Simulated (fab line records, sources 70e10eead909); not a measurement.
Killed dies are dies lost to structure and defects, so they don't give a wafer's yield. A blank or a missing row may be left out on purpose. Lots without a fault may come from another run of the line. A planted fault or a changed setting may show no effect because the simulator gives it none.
fab line records | flow nand_harc | part 2 of 2: steps 31 to 43 of 43
record lots=5 wafers=15 last_day=33
route steps=1302 shown A_DECK1_JOINT@541 A_ONON_D2@545 A_CHANNEL_HOLE_D2@570
lots that met no fault: from a run of the same line without faults
start_h: hours from the record's first day to the start of the lot's first wafer shown | wait_h: hours since the lot's step before | " the same as in the row above | L1.1+2: a row that stands for several wafers | - no value, or no start given | * or withheld: withheld | < > ~ a bound
route shown NAME@n: a module of which the file shows steps, and the number in the route of the first | usual: mean/standard deviation of fault-free wafers | same: alike in all rows | chamber/n: place in a boat | sites: the reading at each site | _std_site: their standard deviation | _edge_site: outer sites' mean less inner sites' | radius_mm: how far each site lies from the wafer's centre | mask NAME#n: copy n | behind: the tool/chamber that last shaped the wafer | hold: why the lot was held/for how many hours/how that ended | device: the transistor (n, p or np) that didn't switch | end of line: the same wafers' tests at the end of the route | a step without rows: its recipe alone | killed: dies lost to structure and defects at the first sort, not the wafer's yield | map: a wafer's dies, x killed, . not, _ none there
set.NAME: the setting as run; set.NAME@STEP: as run at that earlier step | model.NAME: the simulator's own value behind a step, which no gauge read
lots at some steps of the route; a table a step, a row a wafer
services: from which hour (start_h, from the record's first day; less than 0 if before it) a tool's chamber was out of use, for how many hours, and why
## steps
# step NHARC_A_CHANNEL_HOLE_D2_DEHYDRATE_02
# recipe temp_c=150 time_s=120
# usual heater_power_total_W=182.4/1.3
# columns lot.wafer tool chamber start_h wait_h heater_power_total_W
L074.1 litho_track-06 0 304.71 0.2 183.3
L074.4 " 0 " " 184.6
L074.5 " 0 " " 182.2
L083.1 litho_track-04 0 376.43 0.2 181.3
L083.3 " 0 " " 180.7
L083.6 " 0 " " 181.8
L084.1 litho_track-04 0 396.91 0.2 180.7
L084.3 " 0 " " 184.4
L084.5 " 0 " " 181.7
L085.1 litho_track-06 0 397.03 0.2 183.8
L085.5 " 0 " " 181.1
L085.6 " 0 " " 182.7
L097.3 litho_track-06 0 536.13 0.2 181.3
L097.4 " 0 " " 181.8
L097.6 " 0 " " 182.8
# step NHARC_A_CHANNEL_HOLE_D2_HMDS_03
# recipe time_s=30
# columns lot.wafer tool chamber start_h wait_h
L074.1+4+5 litho_track-06 0 - -
L083.1+3+6 litho_track-04 0 - -
L084.1+3+5 litho_track-04 0 - -
L085.1+5+6 litho_track-06 0 - -
L097.3+4+6 litho_track-06 0 - -
# step NHARC_A_CHANNEL_HOLE_D2_COAT_36
# recipe temp_c=260 time_s=75
# usual heater_power_total_W=486.5/1.6
# columns lot.wafer tool chamber start_h wait_h heater_power_total_W
L074.1 litho_track-06 0 - - 484.9
L074.4 " 0 " " 485.2
L074.5 " 0 " " 486.3
L083.1 litho_track-04 0 - - 486.7
L083.3 " 0 " " 487.1
L083.6 " 0 " " 485.5
L084.1 litho_track-04 0 - - 488.7
L084.3 " 0 " " 489.2
L084.5 " 0 " " 485.3
L085.1 litho_track-06 0 - - 489.2
L085.5 " 0 " " 485.6
L085.6 " 0 " " 487.0
L097.3 litho_track-06 0 - - 487.4
L097.4 " 0 " " 489.7
L097.6 " 0 " " 487.9
# step NHARC_A_CHANNEL_HOLE_D2_COAT_37
# recipe temp_c=225 time_s=65
# usual heater_power_total_W=446.7/1.9
# columns lot.wafer tool chamber start_h wait_h heater_power_total_W
L074.1 litho_track-06 0 - - 446.3
L074.4 " 0 " " 444.9
L074.5 " 0 " " 446.6
L083.1 litho_track-04 0 - - 447.1
L083.3 " 0 " " 445.9
L083.6 " 0 " " 445.4
L084.1 litho_track-04 0 - - 448.7
L084.3 " 0 " " 449.6
L084.5 " 0 " " 447.8
L085.1 litho_track-06 0 - - 449.7
L085.5 " 0 " " 449.6
L085.6 " 0 " " 444.2
L097.3 litho_track-06 0 - - 444.7
L097.4 " 0 " " 449.5
L097.6 " 0 " " 446.3
# step NHARC_A_CHANNEL_HOLE_D2_COAT_04
# recipe spin_rpm=1500 resist_thk_nm=90
# columns lot.wafer tool chamber start_h wait_h
L074.1+4+5 litho_track-06 0 - -
L083.1+3+6 litho_track-04 0 - -
L084.1+3+5 litho_track-04 0 - -
L085.1+5+6 litho_track-06 0 - -
L097.3+4+6 litho_track-06 0 - -
# step NHARC_A_CHANNEL_HOLE_D2_SOFTBAKE_05
# recipe temp_c=105 time_s=55
# usual heater_power_total_W=188.48/0.14
# columns lot.wafer tool chamber start_h wait_h heater_power_total_W
L074.1 litho_track-06 0 - - 188.30
L074.4 " 0 " " 188.38
L074.5 " 0 " " 188.27
L083.1 litho_track-04 0 - - 188.41
L083.3 " 0 " " 188.29
L083.6 " 0 " " 188.32
L084.1 litho_track-04 0 - - 188.55
L084.3 " 0 " " 188.50
L084.5 " 0 " " 188.40
L085.1 litho_track-06 0 - - 188.31
L085.5 " 0 " " 188.66
L085.6 " 0 " " 188.68
L097.3 litho_track-06 0 - - 188.35
L097.4 " 0 " " 188.69
L097.6 " 0 " " 188.43
# step NHARC_A_CHANNEL_HOLE_D2_EBR_06
# columns lot.wafer tool chamber start_h wait_h
L074.1+4+5 litho_track-06 0 - -
L083.1+3+6 litho_track-04 0 - -
L084.1+3+5 litho_track-04 0 - -
L085.1+5+6 litho_track-06 0 - -
L097.3+4+6 litho_track-06 0 - -
# step NHARC_A_CHANNEL_HOLE_D2_EXPOSE_07
# recipe na=1.35 target_cd_nm=100 sigma_outer=0.3 dose_mj=59.65 mask_id=HOLE_D2
# columns lot.wafer tool chamber start_h wait_h mask
L074.1+4+5 arfi_scanner-02 0 305.02 - HOLE_D2#0
L083.1+3+6 arfi_scanner-03 0 376.61 - HOLE_D2#0
L084.1+3+5 arfi_scanner-01 0 397.22 - HOLE_D2#0
L085.1+5+6 arfi_scanner-02 0 397.37 - HOLE_D2#0
L097.3+4+6 arfi_scanner-01 0 536.45 - HOLE_D2#0
# step NHARC_A_CHANNEL_HOLE_D2_PEB_08
# recipe peb_temp_c=100 peb_time_s=65
# usual heater_power_total_W=156.7/0.42
# same peb_time_s=65
# columns lot.wafer tool chamber start_h wait_h heater_power_total_W
L074.1 litho_track-04 0 305.09 0.1 156.1
L074.4 " 0 " " 156.2
L074.5 " 0 " " 156.1
L083.1 litho_track-06 0 376.67 0.1 157.2
L083.3 " 0 " " 157.1
L083.6 " 0 " " 156.7
L084.1 litho_track-01 0 397.28 0.1 156.3
L084.3 " 0 " " 157.2
L084.5 " 0 " " 156.6
L085.1 litho_track-04 0 397.43 0.1 156.0
L085.5 " 0 " " 156.1
L085.6 " 0 " " 155.9
L097.3 litho_track-06 0 536.50 0.0 156.7
L097.4 " 0 " " 156.9
L097.6 " 0 " " 156.9
# step NHARC_A_CHANNEL_HOLE_D2_DEVELOP_09
# recipe develop_time_s=35 dev_temp_c=23
# same develop_time_s=35
# columns lot.wafer tool chamber start_h wait_h
L074.1+4+5 litho_track-04 0 - -
L083.1+3+6 litho_track-06 0 - -
L084.1+3+5 litho_track-01 0 - -
L085.1+5+6 litho_track-04 0 - -
L097.3+4+6 litho_track-06 0 - -
# step NHARC_A_CHANNEL_HOLE_D2_CD_MEAS_10
# recipe target_cd_nm=100 landing_energy_ev=500
# usual cd_nm=100.0/0.46
# columns lot.wafer tool chamber start_h wait_h cd_nm
L074.1 cd_sem-01 0 305.17 - 100.6
L074.4 " 0 " " 99.8
L074.5 " 0 " " 100.7
L083.1 cd_sem-03 0 376.75 - 100.3
L083.3 " 0 " " 100.2
L083.6 " 0 " " 100.3
L084.1 cd_sem-02 0 397.36 - 99.6
L084.3 " 0 " " 99.9
L084.5 " 0 " " 99.6
L085.1 cd_sem-01 0 397.51 - 99.8
L085.5 " 0 " " 100.2
L085.6 " 0 " " 99.9
L097.3 cd_sem-03 0 536.58 - 100.0
L097.4 " 0 " " 100.5
L097.6 " 0 " " 100.3
# step NHARC_A_CHANNEL_HOLE_D2_OVL_MEAS_11
# usual overlay_x_nm=-0.1/0.88 overlay_y_nm=0.0/0.77
# columns lot.wafer tool chamber start_h wait_h overlay_x_nm overlay_y_nm
L074.1 overlay-01 - 305.26 - 0.4 -0.8
L074.4 " - " " 0.4 -0.8
L074.5 " - " " 0.4 -1.1
L083.1 overlay-01 - 376.84 - 0.3 -0.9
L083.3 " - " " 0.5 -0.7
L083.6 " - " " 0.3 -0.8
L084.1 overlay-02 - 397.44 - -2.5 0.1
L084.3 " - " " -2.4 -0.3
L084.5 " - " " -1.9 0.0
L085.1 overlay-01 - 397.60 - -2.1 0.0
L085.5 " - " " -1.5 0.4
L085.6 " - " " -1.8 0.0
L097.3 overlay-02 - 536.67 - -0.6 -0.5
L097.4 " - " " -1.1 -0.3
L097.6 " - " " -0.4 -0.6
# step NHARC_A_CHANNEL_HOLE_D2_INSPECT_12
# usual raw_defect_count=36/23
# columns lot.wafer tool chamber start_h wait_h raw_defect_count
L074.1 defect_inspect-02 - 305.30 0.0 60
L074.4 " - " " 57
L074.5 " - " " 43
L083.1 defect_inspect-02 - 376.88 0.0 46
L083.3 " - " " 50
L083.6 " - " " 59
L084.1 defect_inspect-01 - 397.48 0.0 45
L084.3 " - " " 58
L084.5 " - " " 53
L085.1 defect_inspect-01 - 397.64 0.0 49
L085.5 " - " " 53
L085.6 " - " " 53
L097.3 defect_inspect-01 - 536.71 0.0 2
L097.4 " - " " 3
L097.6 " - " " 3
## services
# columns tool chamber start_h hours kind
arfi_scanner-02 - 260.03 1.9 repair
pecvd-01 - 262.52 0.3 repair
pecvd_onon-01 - 269.00 13.0 pm
pecvd-04 - 269.01 13.0 pm
arfi_scanner-02 - 273.86 1.7 repair
furnace-03 - 296.00 26.0 pm
pecvd_onon-03 - 304.18 1.9 repair
pecvd-01 - 311.93 13.0 pm
litho_track-06 - 354.00 7.0 pm
pecvd_onon-02 - 366.27 13.0 pm
litho_track-04 - 378.00 7.0 pm
pecvd-02 - 388.21 1.6 repair
wet_bench-04 - 403.20 8.0 pm
pecvd-02 - 408.51 13.0 pm
pecvd_onon-03 - 413.75 13.0 pm
pecvd-01 - 441.56 0.5 repair
pecvd-02 - 445.35 1.3 repair
pecvd_onon-01 - 450.00 13.0 pm
pecvd-04 - 450.01 13.0 pm
pecvd-04 2 474.05 12.7 repair
pecvd-01 - 492.93 13.0 pm
pecvd-02 - 493.33 3.3 repair
pecvd-04 1 517.90 5.6 repair
litho_track-06 - 529.00 7.0 pm
